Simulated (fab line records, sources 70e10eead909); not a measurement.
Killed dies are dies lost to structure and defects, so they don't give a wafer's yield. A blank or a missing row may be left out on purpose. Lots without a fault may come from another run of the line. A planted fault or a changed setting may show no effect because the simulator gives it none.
Which tool did it? | flow nand_harc | 12 lots, 36 wafers sampled, at 7 steps of a route of 1302

WHAT THE GAUGES READ, wafer by wafer
NHARC_A_M1_THK_MEAS_24: measures by xrf.
lot  | measured     | on            | thk_nm (nm)
L999 | day 23 18:59 | film_metro-02 | 153.2 155.8 153.9
L103 | day 26 01:56 | film_metro-02 | 155.2 155.1 153.4
L104 | day 26 01:36 | film_metro-01 | 155.9 154.1 154.0
L105 | day 26 07:21 | film_metro-02 | 29.1 27.8 28.8
L106 | day 26 17:01 | film_metro-01 | 30.4 30.5 30.5
L114 | day 29 11:28 | film_metro-02 | 154.0 154.9 154.7
L111 | day 29 20:40 | film_metro-02 | 153.1 154.5 152.2
L116 | day 30 11:39 | film_metro-01 | 155.6 153.3 152.7
L115 | day 30 12:26 | film_metro-01 | 152.7 154.3 153.6
L118 | day 31 05:38 | film_metro-02 | 154.9 154.4 154.4
L120 | day 31 12:58 | film_metro-02 | 155.3 152.0 155.5
L119 | day 31 19:09 | film_metro-01 | 154.4 154.6 151.3

NHARC_END_SORT_01.
lot  | measured     | on        | killed_at_array | killed_at_other | killed_at_periphery | killed_dies | killed_open | killed_short
L105 | day 27 15:38 | prober-02 | 669 671 675     | 0 0 0           | 8 6 2               | 677 677 677 | 2 2 5       | 3 0 4
L106 | day 28 06:38 | prober-01 | 675 675 672     | 0 0 3           | 2 2 2               | 677 677 677 | 4 3 4       | 3 1 1

WHICH TOOL RAN EACH LOT (tool, then ch and the chambers of the sampled wafers, then the start)
lot  | NHARC_A_M1_ETCH_35                 | NHARC_A_M1_ECD_22              | NHARC_A_M1_ANNEAL_31             | NHARC_A_M1_CMP_23             | NHARC_A_M1_PRE_CLEAN_32
L999 | rie_diel-12 ch 0,3, day 23 16:26   | ecd_cu-01 ch 0,1, day 23 17:43 | rtp_anneal-01 ch 0, day 23 18:20 | cmp-02 ch 0,1,2, day 23 18:41 | pecvd-04 ch 0,1, day 23 19:13
L103 | rie_diel-01 ch 0,1,2, day 25 23:14 | ecd_cu-01 ch 0,1, day 26 00:52 | rtp_anneal-01 ch 0, day 26 01:16 | cmp-02 ch 0,2,3, day 26 01:40 | pecvd-04 ch 0,2, day 26 03:14
L104 | rie_diel-09 ch 0,2,3, day 25 23:16 | ecd_cu-01 ch 0,1, day 26 00:34 | rtp_anneal-02 ch 0, day 26 00:56 | cmp-04 ch 0,1, day 26 01:17   | pecvd-02 ch 0,1, day 26 03:08
L105 | rie_diel-09 ch 0,2, day 26 05:02   | ecd_cu-02 ch 0,1, day 26 06:25 | rtp_anneal-02 ch 0, day 26 06:48 | cmp-04 ch 0,1,2, day 26 07:05 | pecvd-02 ch 0,2, day 26 07:34
L106 | rie_diel-09 ch 0,2,3, day 26 14:42 | ecd_cu-02 ch 0,1, day 26 16:05 | rtp_anneal-01 ch 0, day 26 16:28 | cmp-02 ch 0,1,2, day 26 16:44 | pecvd-04 ch 0,1,2, day 26 17:16
L114 | rie_diel-12 ch 0,1,2, day 29 09:08 | ecd_cu-02 ch 0,1, day 29 10:29 | rtp_anneal-02 ch 0, day 29 10:51 | cmp-04 ch 0,2,3, day 29 11:09 | pecvd-03 ch 0,2, day 29 11:41
L111 | rie_diel-12 ch 0,1,2, day 29 18:20 | ecd_cu-02 ch 0,1, day 29 19:40 | rtp_anneal-02 ch 0, day 29 20:02 | cmp-03 ch 0,2,3, day 29 20:25 | pecvd-03 ch 0,2, day 29 20:54
L116 | rie_diel-09 ch 1,2,3, day 30 09:20 | ecd_cu-01 ch 0,1, day 30 10:37 | rtp_anneal-01 ch 0, day 30 11:00 | cmp-03 ch 2,3, day 30 11:22   | pecvd-02 ch 0,1, day 30 11:53
L115 | rie_diel-01 ch 0,1,2, day 30 10:04 | ecd_cu-02 ch 0,1, day 30 11:27 | rtp_anneal-01 ch 0, day 30 11:50 | cmp-02 ch 0,2,3, day 30 12:07 | pecvd-04 ch 0,1, day 30 12:40
L118 | rie_diel-12 ch 0,1,3, day 31 03:17 | ecd_cu-02 ch 0,1, day 31 04:35 | rtp_anneal-01 ch 0, day 31 04:58 | cmp-04 ch 0,1, day 31 05:19   | pecvd-03 ch 0,2, day 31 05:51
L120 | rie_diel-01 ch 1,2,3, day 31 10:38 | ecd_cu-02 ch 0,1, day 31 11:58 | rtp_anneal-02 ch 0, day 31 12:18 | cmp-03 ch 0,1,3, day 31 12:41 | pecvd-04 ch 1,2, day 31 13:11
L119 | rie_diel-12 ch 1,2,3, day 31 16:46 | ecd_cu-02 ch 0,1, day 31 18:06 | rtp_anneal-02 ch 0, day 31 18:29 | cmp-02 ch 0,1,3, day 31 18:52 | pecvd-02 ch 0,1, day 31 19:25
- NHARC_A_M1_ETCH_35: etches the open film in N2/H2, target depth 40 nm, overetch 12 nm, time 43.94 s.
- NHARC_A_M1_ECD_22: material Cu, target thk 400 nm.
- NHARC_A_M1_ANNEAL_31: time 90 s.
- NHARC_A_M1_CMP_23: polishes, t overpolish 20 s, target thk 154.34 nm.
- NHARC_A_M1_PRE_CLEAN_32: time 12 s.

WHAT THE TOOLS THEMSELVES READ (means of the sampled wafers that have a number; where no wafer has one, the mark that the record gives instead)
NHARC_A_M1_ETCH_35.
lot  | tool        | drypump_motor_current_A (A) | oes_product_au (a.u.) | rf_vpp_V (V) | showerhead_plenum_p_Torr (Torr) | throttle_valve_pct (%)
L999 | rie_diel-12 | 5.6                         | 0.991                 | 433.3        | 2.13                            | 14.173
L103 | rie_diel-01 | 5.5                         | 0.993                 | 432.3        | 2.07                            | 14.164
L104 | rie_diel-09 | 5.7                         | 1.004                 | 430.4        | 2.01                            | 14.166
L105 | rie_diel-09 | 5.8                         | 0.998                 | 427.3        | 1.94                            | 14.170
L106 | rie_diel-09 | 5.6                         | 0.995                 | 429.4        | 2.01                            | 14.159
L114 | rie_diel-12 | 5.3                         | 1.015                 | 433.2        | 2.14                            | 14.167
L111 | rie_diel-12 | 5.3                         | 1.012                 | 433.8        | 2.14                            | 14.169
L116 | rie_diel-09 | 6.1                         | 1.009                 | 430.1        | 2.03                            | 14.177
L115 | rie_diel-01 | 5.5                         | 0.998                 | 432.0        | 2.07                            | 14.163
L118 | rie_diel-12 | 5.6                         | 1.003                 | 433.6        | 2.14                            | 14.164
L120 | rie_diel-01 | 5.7                         | 0.993                 | 430.5        | 2.06                            | 14.166
L119 | rie_diel-12 | 5.5                         | 1.007                 | 433.6        | 2.14                            | 14.171

NHARC_A_M1_ECD_22.
lot  | tool      | bath_heat_duty_pct (%) | bath_temp_c (C)
L999 | ecd_cu-01 | 7.2                    | 25.04
L103 | ecd_cu-01 | 5.3                    | 24.93
L104 | ecd_cu-01 | 6.1                    | 24.84
L105 | ecd_cu-02 | -                      | -
L106 | ecd_cu-02 | -                      | -
L114 | ecd_cu-02 | 6.5                    | 25.04
L111 | ecd_cu-02 | 6.3                    | 24.95
L116 | ecd_cu-01 | 6.0                    | 24.96
L115 | ecd_cu-02 | 6.3                    | 25.12
L118 | ecd_cu-02 | 6.4                    | 24.92
L120 | ecd_cu-02 | 6.8                    | 25.02
L119 | ecd_cu-02 | 6.9                    | 25.11

NHARC_A_M1_ANNEAL_31.
lot  | tool          | wafer_temp_C_max
L999 | rtp_anneal-01 | 226.1
L103 | rtp_anneal-01 | 225.8
L104 | rtp_anneal-02 | 225.9
L105 | rtp_anneal-02 | 225.7
L106 | rtp_anneal-01 | 226.3
L114 | rtp_anneal-02 | 225.7
L111 | rtp_anneal-02 | 225.8
L116 | rtp_anneal-01 | 226.4
L115 | rtp_anneal-01 | 226.5
L118 | rtp_anneal-01 | 226.2
L120 | rtp_anneal-02 | 225.6
L119 | rtp_anneal-02 | 225.8

NHARC_A_M1_CMP_23.
lot  | tool   | motor_current_A (A) | time_to_endpoint_s (s)
L999 | cmp-02 | 12.0                | 25
L103 | cmp-02 | 11.3                | 26
L104 | cmp-04 | 12.3                | 33
L105 | cmp-04 | 13.0                | 2
L106 | cmp-02 | 12.0                | 1
L114 | cmp-04 | 12.6                | 25
L111 | cmp-03 | 12.0                | 25
L116 | cmp-03 | 12.0                | 28
L115 | cmp-02 | 11.4                | 24
L118 | cmp-04 | 11.9                | 27
L120 | cmp-03 | 11.2                | 25
L119 | cmp-02 | 10.7                | 26

NHARC_A_M1_PRE_CLEAN_32.
lot  | tool     | heater_power_w (W)
L999 | pecvd-04 | 732
L103 | pecvd-04 | 737
L104 | pecvd-02 | 625
L105 | pecvd-02 | 630
L106 | pecvd-04 | 692
L114 | pecvd-03 | 625
L111 | pecvd-03 | 699
L116 | pecvd-02 | 640
L115 | pecvd-04 | 729
L118 | pecvd-03 | 687
L120 | pecvd-04 | 649
L119 | pecvd-02 | 586

THE ANSWER, worked out from the rows above alone
Rule: what is usual is taken from the lots themselves. Put in order of their means at a reading, lots are off if they are a third of the lots or fewer, leave a main group of 4 or more, and stand apart from it by a gap of 3 or more times the standard deviation of the main group's means; of several such gaps the widest counts. A main group whose means are all the same, to the digits that the tables above print for the reading, isn't used. A lot without any number at a reading at which 4 lots or more have one is off too. The other lots that the step has rows for count as sound. The gauges are gone through in route order, then the tools' own readings, and for those a lot's mean is taken as printed above. The first step at which some lot is off is used, and at that step the reading that is off furthest; a lot without a number counts as furthest.
Off: L105, L106, at NHARC_A_M1_THK_MEAS_24 (thk_nm). The main group: mean 154.1 nm, standard deviation 0.5.
A tool fits if, at a process step before that reading, it ran every lot that is off, and no sound lot after the first of them. The gauges at NHARC_A_M1_THK_MEAS_24 aren't tried: what is off there is off at NHARC_A_M1_ECD_22 too, on other tools, and a gauge's error can't cause that. None of those tried fits.

WHAT THE SIMULATOR HAD PUT IN
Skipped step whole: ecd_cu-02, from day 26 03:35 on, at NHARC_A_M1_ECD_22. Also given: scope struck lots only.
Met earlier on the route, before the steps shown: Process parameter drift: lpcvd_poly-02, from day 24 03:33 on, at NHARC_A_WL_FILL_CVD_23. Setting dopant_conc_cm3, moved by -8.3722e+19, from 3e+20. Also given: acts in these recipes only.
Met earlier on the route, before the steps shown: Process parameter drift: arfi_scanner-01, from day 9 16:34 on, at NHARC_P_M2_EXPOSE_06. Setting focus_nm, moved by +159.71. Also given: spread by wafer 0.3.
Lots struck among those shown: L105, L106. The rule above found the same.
